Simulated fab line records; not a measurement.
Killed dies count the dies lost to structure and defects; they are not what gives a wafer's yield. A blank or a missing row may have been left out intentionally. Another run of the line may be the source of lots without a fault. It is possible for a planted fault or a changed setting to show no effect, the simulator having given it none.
fab line records    flow nandHarc
record lots=24  wafers=72  lastDay=33
route steps=1302 shown A_M0@1149 A_M1@1194 A_BONDPAD@1220
lots with no fault: from the same line, run without faults
startH: hours from the record's first day to the start of the lot's first wafer shown    waitH: how many hours have passed since the lot's step before this one    " unchanged from the row above    L1.1+2: one row covering several wafers at once    - no value, or no start was given    * or withheld: withheld    < > ~ a bound
route shown NAME@n: a module of which the file shows steps, and the number in the route of the first    usual: mean/standard deviation of fault-free wafers    same: alike in all rows    chamber/n: place in a boat    sites: the reading at each site    _std_site: how widely they spread, as a standard deviation    _edge_site: inner sites' mean taken away from outer sites' mean    radiusMm: for every site, how far away it sits from the centre of the wafer    mask NAME#n: copy n    behind: the tool/chamber that last shaped the wafer    hold: cause of the lot's hold/its duration in hours/its outcome    device: transistor that didn't switch, given as n, p or np    end of line: tests of these same wafers at the route's end    a step given without rows: its recipe and nothing more    killed: at the first sort, the dies lost to defects and structure; wafer yield is something else    map: shows each die of a wafer: x if killed, . if not, _ if none is there
set.NAME: the setting the step ran with; set.NAME@STEP: the setting that earlier step ran with    model.NAME: the simulator's own value behind a step, which no gauge read
route steps across a sampled set of lots; one table per step, one row per wafer
services: from which hour (startH, from the record's first day; less than 0 if before it) a tool's chamber was out of use, for how many hours, and why
## steps
# step NHARC_A_M0_INSPECT_11
# usual rawDefectCount=81/35
lot.wafer  tool              chamber  startH  waitH  rawDefectCount
L074.2     defectInspect-01  -        527.36  0.0    65
L074.3     "                 -        "       "      48
L074.6     "                 -        "       "      54
L075.3     defectInspect-01  -        541.38  0.0    97
L075.4     "                 -        "       "      129
L075.6     "                 -        "       "      111
L077.1     defectInspect-02  -        544.40  0.0    68
L077.4     "                 -        "       "      70
L077.5     "                 -        "       "      95
L076.1     defectInspect-02  -        549.44  0.0    82
L076.5     "                 -        "       "      91
L076.6     "                 -        "       "      101
L079.1     defectInspect-02  -        572.71  0.0    72
L079.4     "                 -        "       "      70
L079.6     "                 -        "       "      61
L078.1     defectInspect-02  -        581.53  0.0    95
L078.3     "                 -        "       "      103
L078.5     "                 -        "       "      109
L080.1     defectInspect-02  -        598.88  0.0    96
L080.2     "                 -        "       "      75
L080.5     "                 -        "       "      82
L082.1     defectInspect-02  -        600.84  0.0    66
L082.3     "                 -        "       "      82
L082.6     "                 -        "       "      79
L081.1     defectInspect-01  -        613.99  0.0    86
L081.4     "                 -        "       "      83
L081.6     "                 -        "       "      78
L083.2     defectInspect-01  -        615.69  0.0    138
L083.3     "                 -        "       "      139
L083.4     "                 -        "       "      144
L085.3     defectInspect-02  -        617.98  0.0    37
L085.4     "                 -        "       "      43
L085.5     "                 -        "       "      32
L084.1     defectInspect-02  -        629.61  0.0    73
L084.2     "                 -        "       "      77
L084.6     "                 -        "       "      66
L086.4     defectInspect-02  -        633.74  0.0    59
L086.5     "                 -        "       "      65
L086.6     "                 -        "       "      48
L087.1     defectInspect-02  -        642.28  0.0    91
L087.5     "                 -        "       "      71
L087.6     "                 -        "       "      81
L088.1     defectInspect-02  -        658.49  0.0    110
L088.4     "                 -        "       "      126
L088.6     "                 -        "       "      109
L089.2     defectInspect-01  -        661.78  0.0    38
L089.5     "                 -        "       "      45
L089.6     "                 -        "       "      59
L090.1     defectInspect-01  -        678.75  0.0    32
L090.4     "                 -        "       "      47
L090.5     "                 -        "       "      29
L091.1     defectInspect-02  -        695.92  0.0    167
L091.3     "                 -        "       "      144
L091.4     "                 -        "       "      147
L092.2     defectInspect-02  -        706.90  0.0    94
L092.3     "                 -        "       "      89
L092.4     "                 -        "       "      76
L093.2     defectInspect-02  -        708.38  0.0    88
L093.4     "                 -        "       "      74
L093.6     "                 -        "       "      111
L094.1     defectInspect-01  -        716.04  0.0    23
L094.4     "                 -        "       "      30
L094.6     "                 -        "       "      44
L097.1     defectInspect-02  -        733.76  0.0    79
L097.2     "                 -        "       "      83
L097.3     "                 -        "       "      73
L096.1     defectInspect-01  -        736.03  0.0    146
L096.3     "                 -        "       "      139
L096.6     "                 -        "       "      158
L095.2     defectInspect-02  -        738.07  0.0    28
L095.5     "                 -        "       "      21
L095.6     "                 -        "       "      17
# step NHARC_A_M1_ANNEAL_31
# recipe tempC=225  timeS=90
# usual wafer_temp_C_max=225.83/0.24
lot.wafer  tool          chamber  startH  waitH  wafer_temp_C_max
L074.2     rtpAnneal-01  0        533.16  -      225.57
L074.3     "             0        "       "      226.13
L074.6     "             0        "       "      225.89
L075.3     rtpAnneal-01  0        547.49  -      225.97
L075.4     "             0        "       "      225.92
L075.6     "             0        "       "      225.78
L077.1     rtpAnneal-01  0        550.50  0.4    226.20
L077.4     "             0        "       "      225.97
L077.5     "             0        "       "      226.04
L076.1     rtpAnneal-01  0        555.38  0.3    225.88
L076.5     "             0        "       "      226.21
L076.6     "             0        "       "      225.94
L079.1     rtpAnneal-01  0        578.51  0.3    225.87
L079.4     "             0        "       "      226.18
L079.6     "             0        "       "      226.22
L078.1     rtpAnneal-01  0        587.44  -      225.93
L078.3     "             0        "       "      226.18
L078.5     "             0        "       "      226.26
L080.1     rtpAnneal-01  0        604.64  0.3    225.72
L080.2     "             0        "       "      225.84
L080.5     "             0        "       "      226.05
L082.1     rtpAnneal-01  0        606.75  0.3    226.05
L082.3     "             0        "       "      226.04
L082.6     "             0        "       "      225.58
L081.1     rtpAnneal-01  0        619.91  0.3    225.61
L081.4     "             0        "       "      225.87
L081.6     "             0        "       "      225.76
L083.2     rtpAnneal-02  0        621.57  -      225.47
L083.3     "             0        "       "      225.82
L083.4     "             0        "       "      225.51
L085.3     rtpAnneal-02  0        623.79  -      225.51
L085.4     "             0        "       "      225.71
L085.5     "             0        "       "      225.58
L084.1     rtpAnneal-02  0        635.39  0.4    225.40
L084.2     "             0        "       "      225.71
L084.6     "             0        "       "      225.50
L086.4     rtpAnneal-01  0        640.47  0.3    225.90
L086.5     "             0        "       "      226.10
L086.6     "             0        "       "      226.02
L087.1     rtpAnneal-01  0        648.26  -      225.88
L087.5     "             0        "       "      225.80
L087.6     "             0        "       "      226.00
L088.1     rtpAnneal-02  0        664.47  -      225.43
L088.4     "             0        "       "      225.54
L088.6     "             0        "       "      225.94
L089.2     rtpAnneal-02  0        667.76  0.4    225.55
L089.5     "             0        "       "      225.57
L089.6     "             0        "       "      225.78
L090.1     rtpAnneal-02  0        684.48  0.3    225.63
L090.4     "             0        "       "      225.89
L090.5     "             0        "       "      225.51
L091.1     rtpAnneal-01  0        701.90  -      225.61
L091.3     "             0        "       "      225.61
L091.4     "             0        "       "      225.38
L092.2     rtpAnneal-01  0        712.82  0.3    225.78
L092.3     "             0        "       "      226.16
L092.4     "             0        "       "      225.90
L093.2     rtpAnneal-02  0        714.19  -      225.54
L093.4     "             0        "       "      225.50
L093.6     "             0        "       "      225.65
L094.1     rtpAnneal-02  0        722.02  -      225.92
L094.4     "             0        "       "      225.75
L094.6     "             0        "       "      225.76
L097.1     rtpAnneal-01  0        740.06  0.3    226.20
L097.2     "             0        "       "      225.90
L097.3     "             0        "       "      226.32
L096.1     rtpAnneal-01  0        742.30  -      225.88
L096.3     "             0        "       "      226.11
L096.6     "             0        "       "      226.24
L095.2     rtpAnneal-02  0        743.95  -      226.00
L095.5     "             0        "       "      225.82
L095.6     "             0        "       "      225.95
# step NHARC_A_BONDPAD_ETCH_12
# recipe targetDepthA=2200  timeS=110  chf3FlowSccm=50  o2FlowSccm=10  arFlowSccm=200  rfW=500  biasW=200  chemistry=CHF3/O2
# usual drypumpMotorCurrentA=5.8/0.53  o2FlowSccm=9.996/0.03  oesProductAu=0.952/0.028  rfVppV=370.9/2.4  showerheadPlenumPTorr=2.42/0.1  throttleValvePct=20.571/0.009
lot.wafer  tool        chamber  startH  waitH  drypumpMotorCurrentA  o2FlowSccm  oesProductAu  rfHoursCounterH  rfVppV  showerheadPlenumPTorr  throttleValvePct
L074.3     rieDiel-11  1        -       -      5.7                   9.964       0.903         17               375.5   2.59                   20.581
L074.2     "           2        "       "      5.7                   9.930       0.917         17               368.5   2.28                   20.589
L074.6     "           1        "       "      5.7                   9.975       0.910         -                374.8   2.59                   20.559
L075.4     rieDiel-01  0        -       -      4.8                   9.979       0.928         5                369.8   2.40                   20.585
L075.3     "           2        "       "      5.7                   10.032      0.923         5                367.8   2.25                   20.565
L075.6     "           1        "       "      6.3                   9.980       0.937         -                371.3   2.47                   20.563
L077.4     rieDiel-11  2        -       -      5.6                   10.019      0.897         17               367.5   2.28                   20.574
L077.1     "           3        "       "      5.9                   10.022      0.920         15               370.0   2.40                   20.574
L077.5     "           3        "       "      5.9                   10.035      0.915         -                370.6   2.40                   20.562
L076.1     rieDiel-11  1        -       -      5.7                   9.996       0.913         18               373.9   2.59                   20.566
L076.6     "           3        "       "      5.9                   10.052      0.923         -                369.8   2.40                   20.577
L076.5     "           0        "       "      6.0                   10.012      0.930         -                373.3   2.58                   20.575
L079.1     rieDiel-01  3        -       -      6.3                   9.974       0.996         0                370.6   2.46                   20.570
L079.4     "           1        "       "      6.3                   10.010      0.964         0                371.4   2.47                   20.556
L079.6     "           2        "       "      5.7                   9.971       0.965         -                365.4   2.25                   20.573
L078.1     rieDiel-01  2        -       -      5.6                   9.940       0.966         0                367.2   2.25                   20.567
L078.3     "           3        "       "      6.3                   10.073      0.979         0                372.4   2.46                   20.578
L078.5     "           1        "       "      6.3                   9.997       0.973         -                372.5   2.47                   20.580
L080.1     rieDiel-01  0        -       -      4.8                   9.971       0.979         1                371.2   2.40                   20.577
L080.2     "           1        "       "      6.3                   10.020      0.956         1                372.0   2.47                   20.571
L080.5     "           1        "       "      6.3                   10.014      0.943         -                371.8   2.47                   20.566
L082.3     rieDiel-01  0        -       -      4.8                   9.970       0.946         1                370.0   2.40                   20.581
L082.1     "           2        "       "      5.7                   10.005      0.965         1                366.5   2.25                   20.574
L082.6     "           1        "       "      6.3                   9.949       0.948         -                372.8   2.47                   20.572
L081.1     rieDiel-01  3        -       -      6.3                   9.935       0.976         2                371.4   2.46                   20.574
L081.4     "           0        "       "      4.7                   9.972       0.968         2                370.9   2.40                   20.565
L081.6     "           3        "       "      6.3                   9.992       0.973         -                370.8   2.46                   20.576
L083.3     rieDiel-01  3        -       -      6.3                   9.995       0.989         2                370.7   2.46                   20.574
L083.2     "           1        "       "      6.3                   9.984       0.957         2                373.5   2.47                   20.581
L083.4     "           2        "       "      5.7                   9.953       0.974         2                367.3   2.25                   20.571
L085.4     rieDiel-01  3        -       -      6.3                   10.025      0.963         2                372.6   2.46                   20.584
L085.3     "           0        "       "      4.8                   9.977       0.975         2                370.7   2.40                   20.574
L085.5     "           2        "       "      5.6                   9.923       0.949         -                366.5   2.25                   20.570
L084.2     rieDiel-11  2        -       -      5.7                   9.997       0.978         3                368.3   2.28                   20.570
L084.1     "           0        "       "      6.0                   9.990       0.964         3                373.1   2.57                   20.570
L084.6     "           2        "       "      5.7                   10.020      0.975         -                368.0   2.28                   20.576
L086.4     rieDiel-11  2        -       -      5.7                   10.062      0.909         4                368.8   2.28                   20.575
L086.6     "           1        "       "      5.7                   9.950       0.906         -                375.3   2.58                   20.558
L086.5     "           2        "       "      5.7                   9.997       0.922         -                367.4   2.28                   20.573
L087.1     rieDiel-01  2        -       -      5.6                   9.976       0.954         3                369.2   2.25                   20.570
L087.6     "           2        "       "      5.6                   10.011      0.955         -                366.3   2.25                   20.571
L087.5     "           3        "       "      6.3                   9.982       0.985         -                372.7   2.46                   20.575
L088.1     rieDiel-13  0        -       -      5.5                   9.995       0.927         44               371.4   2.44                   20.583
L088.4     "           1        "       "      6.1                   10.009      0.931         45               373.6   2.55                   20.577
L088.6     "           0        "       "      5.5                   10.005      0.934         -                370.9   2.44                   20.573
L089.2     rieDiel-01  1        -       -      6.3                   10.002      0.957         3                372.6   2.47                   20.565
L089.6     "           0        "       "      4.8                   9.970       0.953         -                370.7   2.40                   20.569
L089.5     "           1        "       "      6.3                   10.028      0.967         -                370.7   2.47                   20.576
L090.4     rieDiel-01  0        -       -      4.8                   10.007      0.989         3                371.2   2.40                   20.561
L090.1     "           2        "       "      5.7                   9.985       0.965         3                367.7   2.25                   20.586
L090.5     "           0        "       "      4.8                   10.018      0.981         -                369.3   2.40                   20.573
L091.1     rieDiel-01  0        -       -      4.8                   10.022      0.945         4                369.9   2.40                   20.570
L091.3     "           1        "       "      6.3                   10.087      0.928         4                372.0   2.47                   20.571
L091.4     "           2        "       "      5.6                   10.000      0.914         4                367.6   2.24                   20.594
L092.3     rieDiel-13  0        -       -      5.5                   9.974       0.954         4                371.9   2.43                   20.569
L092.4     "           1        "       "      6.1                   9.996       0.970         3                373.9   2.55                   20.557
L092.2     "           3        "       "      5.2                   9.974       0.987         4                369.3   2.40                   20.557
L093.4     rieDiel-11  0        -       -      6.0                   10.028      0.932         17               373.8   2.57                   20.562
L093.2     "           3        "       "      5.9                   9.980       0.931         18               371.1   2.39                   20.579
L093.6     "           1        "       "      5.7                   9.971       0.909         -                374.1   2.58                   20.578
L094.4     rieDiel-01  2        -       -      5.6                   9.971       0.955         5                367.0   2.24                   20.568
L094.1     "           0        "       "      4.8                   10.018      0.987         5                371.2   2.40                   20.575
L094.6     "           1        "       "      6.3                   10.009      0.967         -                372.4   2.47                   20.566
L097.3     rieDiel-11  3        -       -      5.9                   10.026      0.924         24               370.5   2.39                   20.570
L097.1     "           0        "       "      6.0                   9.999       0.920         23               373.5   2.57                   20.581
L097.2     "           1        "       "      5.7                   10.033      0.911         23               374.1   2.58                   20.566
L096.1     rieDiel-01  2        -       -      5.7                   9.965       0.948         0                367.7   2.24                   20.571
L096.3     "           3        "       "      6.3                   10.003      0.980         0                371.5   2.46                   20.586
L096.6     "           2        "       "      5.7                   9.982       0.946         -                367.6   2.24                   20.556
L095.2     rieDiel-01  1        -       -      6.3                   9.989       0.980         0                372.7   2.47                   20.559
L095.6     "           2        "       "      5.6                   9.929       0.957         -                366.3   2.24                   20.587
L095.5     "           3        "       "      6.3                   9.989       0.963         -                372.0   2.46                   20.579
# step NHARC_A_BONDPAD_ETCH_24
# recipe targetDepthA=300  overEtchFrac=0.3  timeS=72.99  ionEnergyEv=150  cf4FlowSccm=50  n2FlowSccm=100  arFlowSccm=150  rfW=300  biasW=100  chemistry=CF4/N2
# usual drypumpMotorCurrentA=5.8/0.45  n2FlowSccm=99.97/0.26  oesProductAu=1.000/0.013  rfVppV=314.8/2.2  showerheadPlenumPTorr=2.66/0.12  throttleValvePct=19.794/0.0087
lot.wafer  tool        chamber  startH  waitH  drypumpMotorCurrentA  n2FlowSccm  oesProductAu  rfHoursCounterH  rfVppV  showerheadPlenumPTorr  throttleValvePct
L074.3     rieDiel-11  1        -       -      5.7                   100.14      0.991         17               318.1   2.83                   19.812
L074.2     "           0        "       "      6.0                   99.74       0.996         17               317.4   2.82                   19.791
L074.6     "           2        "       "      5.7                   99.75       0.980         -                313.2   2.50                   19.808
L075.4     rieDiel-11  3        -       -      5.9                   100.23      0.986         15               312.7   2.62                   19.815
L075.3     "           2        "       "      5.7                   99.76       0.980         17               313.8   2.50                   19.787
L075.6     "           0        "       "      6.0                   100.10      0.993         -                318.3   2.82                   19.800
L077.1     rieDiel-11  0        -       -      6.0                   100.00      1.011         18               317.2   2.82                   19.811
L077.4     "           2        "       "      5.7                   100.16      0.979         17               313.0   2.50                   19.792
L077.5     "           0        "       "      6.1                   99.81       1.001         -                318.0   2.82                   19.800
L076.1     rieDiel-11  3        -       -      5.9                   100.13      1.000         15               313.0   2.62                   19.795
L076.6     "           1        "       "      5.7                   99.55       0.994         -                317.1   2.83                   19.796
L076.5     "           2        "       "      5.7                   99.97       0.972         -                312.6   2.50                   19.785
L079.4     rieDiel-01  1        -       -      6.3                   99.71       0.988         0                315.2   2.70                   19.795
L079.1     "           3        "       "      6.3                   100.43      1.022         0                316.0   2.69                   19.803
L079.6     "           1        "       "      6.4                   100.07      0.988         -                314.3   2.70                   19.788
L078.1     rieDiel-13  3        -       -      5.2                   99.87       1.010         27               314.4   2.64                   19.779
L078.3     "           1        "       "      6.1                   99.71       0.997         19               317.3   2.80                   19.780
L078.5     "           2        "       "      6.0                   99.87       1.001         -                314.6   2.58                   19.797
L080.2     rieDiel-01  3        -       -      6.3                   99.55       1.022         1                315.9   2.69                   19.795
L080.1     "           0        "       "      4.8                   100.17      1.002         1                312.1   2.62                   19.789
L080.5     "           0        "       "      4.8                   100.27      0.998         -                314.9   2.62                   19.795
L082.1     rieDiel-01  0        -       -      4.8                   99.80       0.994         1                313.7   2.62                   19.778
L082.3     "           3        "       "      6.4                   100.07      1.019         1                316.1   2.69                   19.801
L082.6     "           1        "       "      6.4                   99.47       0.999         -                315.2   2.70                   19.788
L081.4     rieDiel-11  1        -       -      5.7                   100.67      0.993         0                317.3   2.82                   19.801
L081.1     "           3        "       "      5.9                   100.23      1.006         0                313.9   2.62                   19.791
L081.6     "           0        "       "      6.0                   100.24      1.012         -                314.6   2.81                   19.809
L083.3     rieDiel-01  0        -       -      4.8                   99.88       1.002         2                314.1   2.62                   19.782
L083.4     "           1        "       "      6.3                   99.55       0.990         2                315.8   2.70                   19.795
L083.2     "           2        "       "      5.7                   100.25      1.000         2                310.5   2.46                   19.790
L085.4     rieDiel-01  2        -       -      5.6                   99.94       0.993         2                311.2   2.46                   19.795
L085.3     "           0        "       "      4.7                   99.82       1.014         2                314.0   2.62                   19.784
L085.5     "           3        "       "      6.3                   99.84       1.026         -                315.5   2.69                   19.812
L084.1     rieDiel-01  3        639.48  0.1    6.3                   99.93       1.020         3                316.0   2.69                   19.798
L084.2     "           0        "       "      4.8                   100.33      1.001         2                316.1   2.62                   19.786
L084.6     "           1        "       "      6.3                   99.57       0.996         -                314.8   2.70                   19.797
L086.4     rieDiel-01  2        -       -      5.6                   99.96       0.994         3                311.3   2.46                   19.801
L086.5     "           2        "       "      5.6                   100.14      0.992         -                311.4   2.46                   19.804
L086.6     "           3        "       "      6.3                   100.10      1.022         -                315.7   2.69                   19.804
L087.1     rieDiel-01  2        -       -      5.7                   99.83       0.988         3                312.9   2.46                   19.800
L087.6     "           1        "       "      6.3                   100.44      1.008         -                315.0   2.70                   19.796
L087.5     "           2        "       "      5.6                   99.75       1.010         -                311.5   2.46                   19.800
L088.4     rieDiel-11  3        -       -      5.9                   100.36      1.025         8                313.2   2.61                   19.813
L088.1     "           0        "       "      6.0                   100.53      1.008         7                318.2   2.81                   19.795
L088.6     "           2        "       "      5.7                   100.29      1.002         -                312.2   2.49                   19.805
L089.2     rieDiel-11  2        -       -      5.7                   100.27      0.996         9                312.9   2.49                   19.779
L089.5     "           1        "       "      5.7                   99.79       0.984         -                317.2   2.82                   19.794
L089.6     "           2        "       "      5.7                   99.93       0.993         -                309.9   2.49                   19.782
L090.1     rieDiel-11  1        -       -      5.7                   100.03      0.983         11               318.6   2.82                   19.775
L090.4     "           2        "       "      5.7                   99.93       0.998         12               311.4   2.49                   19.791
L090.5     "           0        "       "      6.0                   99.88       1.006         -                316.9   2.81                   19.787
L091.3     rieDiel-11  0        -       -      6.0                   99.86       0.992         15               318.2   2.81                   19.800
L091.4     "           1        "       "      5.7                   99.55       0.977         15               316.8   2.82                   19.789
L091.1     "           2        "       "      5.7                   99.95       0.989         16               312.5   2.49                   19.800
L092.2     rieDiel-13  0        -       -      5.5                   100.19      0.992         4                314.5   2.66                   19.790
L092.3     "           1        "       "      6.0                   100.15      1.000         3                317.5   2.79                   19.803
L092.4     "           3        "       "      5.2                   100.01      0.999         4                315.5   2.62                   19.794
L093.2     rieDiel-13  2        -       -      6.1                   100.00      1.025         3                311.9   2.57                   19.803
L093.4     "           3        "       "      5.2                   100.19      1.009         4                313.7   2.62                   19.786
L093.6     "           3        "       "      5.2                   100.30      1.012         -                312.7   2.62                   19.780
L094.1     rieDiel-01  2        -       -      5.7                   99.74       0.991         5                310.4   2.46                   19.788
L094.4     "           3        "       "      6.3                   99.89       1.029         5                315.2   2.69                   19.797
L094.6     "           1        "       "      6.4                   100.04      0.996         -                313.8   2.70                   19.813
L097.1     rieDiel-11  0        -       -      6.0                   99.99       0.995         23               316.3   2.80                   19.794
L097.2     "           1        "       "      5.7                   100.14      0.976         23               316.4   2.81                   19.794
L097.3     "           3        "       "      5.9                   99.92       1.006         24               313.3   2.61                   19.806
L096.1     rieDiel-11  1        -       -      5.7                   99.77       0.993         23               317.0   2.81                   19.795
L096.3     "           3        "       "      5.9                   99.51       1.004         24               313.3   2.61                   19.804
L096.6     "           1        "       "      5.7                   100.27      0.980         -                317.0   2.81                   19.792
L095.2     rieDiel-01  0        -       -      4.8                   100.22      0.998         0                314.8   2.62                   19.789
L095.5     "           2        "       "      5.6                   100.20      0.994         -                311.7   2.46                   19.791
L095.6     "           3        "       "      6.4                   100.00      1.027         -                315.6   2.69                   19.794
# step NHARC_A_BONDPAD_CMP_19
# recipe tOverpolishS=30  cuRecessTouchS=16  targetThkNm=169.82
# usual motorCurrentA=12.1/1.2  overpolishRunS=30.001/0.0087  slurryFilterDpKPa=13.49/0.13  slurryFlowMlMin=150.1/0.5
# same tOverpolishS=30
lot.wafer  tool    chamber  startH  waitH  motorCurrentA  overpolishRunS  slurryFilterDpKPa  slurryFlowMlMin
L074.2     cmp-03  0        538.16  -      11.6           30.002          13.49              150.7
L074.3     "       1        "       "      10.4           30.009          13.34              150.1
L074.6     "       3        "       "      11.1           30.004          13.47              150.1
L075.4     cmp-03  0        552.22  -      11.1           29.991          13.59              150.0
L075.3     "       2        "       "      10.8           30.004          13.52              150.1
L075.6     "       1        "       "      10.0           30.021          13.19              150.4
L077.1     cmp-02  2        556.01  -      11.5           30.008          13.52              150.4
L077.4     "       3        "       "      10.7           30.008          13.60              150.2
L077.5     "       2        "       "      10.7           30.013          13.51              150.2
L076.1     cmp-01  3        560.31  -      11.6           29.993          13.52              150.4
L076.5     "       1        "       "      12.5           29.993          13.37              149.4
L076.6     "       2        "       "      13.8           30.000          13.66              150.2
L079.4     cmp-03  0        583.47  -      11.6           29.989          13.60              150.4
L079.1     "       2        "       "      10.7           30.001          13.63              149.8
L079.6     "       1        "       "      9.9            30.021          13.60              150.8
L078.1     cmp-01  0        592.46  -      11.8           30.002          13.35              150.7
L078.3     "       1        "       "      12.1           29.997          13.60              150.6
L078.5     "       1        "       "      12.4           29.997          13.40              150.2
L080.1     cmp-03  0        609.57  -      11.2           29.999          13.37              149.5
L080.2     "       1        "       "      10.2           29.997          13.34              149.4
L080.5     "       0        "       "      11.2           30.004          13.53              150.1
L082.1     cmp-01  1        611.81  -      12.5           29.989          13.75              149.4
L082.3     "       2        "       "      13.6           29.992          13.56              149.7
L082.6     "       3        "       "      11.4           30.007          13.50              150.2
L081.1     cmp-01  3        624.82  -      11.3           30.003          13.58              150.1
L081.4     "       0        "       "      12.7           30.008          13.43              150.9
L081.6     "       2        "       "      14.4           30.007          13.49              150.3
L083.4     cmp-01  3        626.36  -      11.8           29.999          13.57              149.8
L083.2     "       0        "       "      12.9           29.991          13.41              150.4
L083.3     "       2        "       "      15.0           30.022          13.53              150.2
L085.3     cmp-02  2        628.70  -      11.6           30.004          13.47              149.4
L085.4     "       0        "       "      13.2           29.986          13.68              149.3
L085.5     "       3        "       "      10.6           29.991          13.46              150.0
L084.1     cmp-01  0        641.01  -      13.2           29.996          13.49              150.8
L084.2     "       2        "       "      13.9           29.998          13.31              149.9
L084.6     "       0        "       "      12.6           30.008          13.41              151.0
L086.4     cmp-01  1        645.17  -      12.4           29.990          13.41              150.7
L086.6     "       1        "       "      12.1           29.994          13.40              150.3
L086.5     "       2        "       "      15.0           29.994          13.60              150.1
L087.1     cmp-02  1        653.13  -      11.1           30.023          13.60              149.9
L087.6     "       1        "       "      12.1           29.996          13.55              149.9
L087.5     "       2        "       "      11.3           29.993          13.41              149.5
L088.1     cmp-03  0        669.49  -      11.5           30.010          13.66              149.5
L088.4     "       3        "       "      11.4           30.013          13.44              150.0
L088.6     "       0        "       "      11.3           29.994          13.71              149.8
L089.2     cmp-02  2        672.59  -      11.8           30.004          13.67              150.0
L089.5     "       0        "       "      13.0           29.989          13.55              150.1
L089.6     "       1        "       "      11.9           30.009          13.35              150.3
L090.4     cmp-01  1        689.78  -      12.7           30.002          13.49              149.4
L090.1     "       2        "       "      13.7           29.993          13.50              150.5
L090.5     "       2        "       "      14.6           30.005          13.47              151.2
L091.1     cmp-01  0        707.04  -      12.5           30.014          13.67              150.8
L091.3     "       1        "       "      12.8           30.000          13.57              149.8
L091.4     "       3        "       "      10.7           30.007          13.23              150.7
L092.2     cmp-01  1        717.77  -      12.5           29.997          13.29              149.8
L092.4     "       2        "       "      15.1           30.002          13.31              150.2
L092.3     "       3        "       "      12.0           30.009          13.76              149.9
L093.2     cmp-02  1        719.18  -      11.4           30.007          13.61              150.2
L093.4     "       3        "       "      10.5           30.008          13.41              149.6
L093.6     "       0        "       "      12.7           30.013          13.69              151.1
L094.4     cmp-01  1        726.98  -      12.4           30.015          13.58              150.0
L094.1     "       3        "       "      11.5           29.993          13.39              150.4
L094.6     "       2        "       "      14.5           30.008          13.46              149.9
L097.2     cmp-01  0        745.24  -      13.2           29.984          13.46              151.1
L097.3     "       1        "       "      12.5           29.985          13.46              150.3
L097.1     "       3        "       "      12.1           30.004          13.50              149.7
L096.1     cmp-02  1        747.33  -      12.3           30.000          13.53              150.5
L096.3     "       3        "       "      10.4           29.987          13.50              149.8
L096.6     "       1        "       "      10.6           30.007          13.48              150.4
L095.2     cmp-03  1        748.89  -      10.2           29.996          13.53              149.9
L095.5     "       2        "       "      11.3           30.000          13.65              149.7
L095.6     "       3        "       "      10.9           29.982          13.65              148.8
# step NHARC_A_BONDPAD_INSPECT_23
# usual rawDefectCount=558/120
lot.wafer  tool              chamber  startH  waitH  rawDefectCount
L074.2     defectInspect-02  -        538.63  0.0    538
L074.3     "                 -        "       "      469
L074.6     "                 -        "       "      348
L075.3     defectInspect-01  -        552.77  0.0    592
L075.4     "                 -        "       "      660
L075.6     "                 -        "       "      470
L077.1     defectInspect-02  -        556.54  0.0    541
L077.4     "                 -        "       "      435
L077.5     "                 -        "       "      538
L076.1     defectInspect-02  -        560.80  0.0    966
L076.5     "                 -        "       "      623
L076.6     "                 -        "       "      700
L079.1     defectInspect-01  -        584.01  0.0    541
L079.4     "                 -        "       "      482
L079.6     "                 -        "       "      491
L078.1     defectInspect-01  -        592.99  0.0    557
L078.3     "                 -        "       "      583
L078.5     "                 -        "       "      475
L080.1     defectInspect-01  -        610.09  0.0    578
L080.2     "                 -        "       "      560
L080.5     "                 -        "       "      474
L082.1     defectInspect-01  -        612.28  0.0    580
L082.3     "                 -        "       "      688
L082.6     "                 -        "       "      711
L081.1     defectInspect-01  -        625.34  0.0    615
L081.4     "                 -        "       "      545
L081.6     "                 -        "       "      551
L083.2     defectInspect-02  -        626.91  0.0    480
L083.3     "                 -        "       "      615
L083.4     "                 -        "       "      530
L085.3     defectInspect-02  -        629.25  0.0    688
L085.4     "                 -        "       "      624
L085.5     "                 -        "       "      535
L084.1     defectInspect-02  -        641.55  0.0    400
L084.2     "                 -        "       "      481
L084.6     "                 -        "       "      499
L086.4     defectInspect-01  -        645.72  0.0    451
L086.5     "                 -        "       "      411
L086.6     "                 -        "       "      558
L087.1     defectInspect-02  -        653.68  0.0    532
L087.5     "                 -        "       "      396
L087.6     "                 -        "       "      371
L088.1     defectInspect-01  -        670.04  0.0    588
L088.4     "                 -        "       "      591
L088.6     "                 -        "       "      561
L089.2     defectInspect-02  -        673.06  0.0    457
L089.5     "                 -        "       "      361
L089.6     "                 -        "       "      442
L090.1     defectInspect-02  -        690.33  0.0    505
L090.4     "                 -        "       "      373
L090.5     "                 -        "       "      317
L091.1     defectInspect-01  -        707.58  0.0    613
L091.3     "                 -        "       "      599
L091.4     "                 -        "       "      715
L092.2     defectInspect-01  -        718.31  0.0    477
L092.3     "                 -        "       "      603
L092.4     "                 -        "       "      646
L093.2     defectInspect-01  -        719.69  0.1    472
L093.4     "                 -        "       "      579
L093.6     "                 -        "       "      454
L094.1     defectInspect-01  -        727.52  0.0    669
L094.4     "                 -        "       "      709
L094.6     "                 -        "       "      1025
L097.1     defectInspect-01  -        745.79  0.0    780
L097.2     "                 -        "       "      552
L097.3     "                 -        "       "      461
L096.1     defectInspect-02  -        747.83  0.0    571
L096.3     "                 -        "       "      557
L096.6     "                 -        "       "      684
L095.2     defectInspect-01  -        749.33  0.0    422
L095.5     "                 -        "       "      463
L095.6     "                 -        "       "      508
## services
tool          chamber  startH  hours  kind
rieDiel-01    2        512.26  8.9    repair
cmp-02        -        526.64  4.0    pm
cmp-03        -        552.90  2.2    repair
rieDiel-01    -        557.80  9.0    pm
cmp-02        -        567.11  0.3    repair
cmp-01        -        577.52  4.0    pm
cmp-02        -        578.67  12.9   repair
rieDiel-11    0        588.21  5.9    repair
cmp-01        -        593.63  1.6    repair
cmp-02        -        600.59  0.5    repair
rieDiel-11    -        609.50  9.0    pm
cmp-02        -        618.38  1.0    repair
cmp-02        -        624.64  4.0    pm
rieDiel-01    2        637.05  3.1    repair
cmp-02        -        643.39  0.7    repair
cmp-03        -        645.49  1.9    repair
cmp-02        -        650.05  0.4    repair
rieDiel-01    2        652.77  1.8    repair
cmp-03        -        653.05  4.0    pm
cmp-01        -        675.52  4.0    pm
cmp-01        -        719.46  2.3    repair
cmp-01        -        723.82  0.3    repair
rieDiel-01    -        734.80  9.0    pm
rtpAnneal-02  -        744.20  12.0   pm
## key
fault none
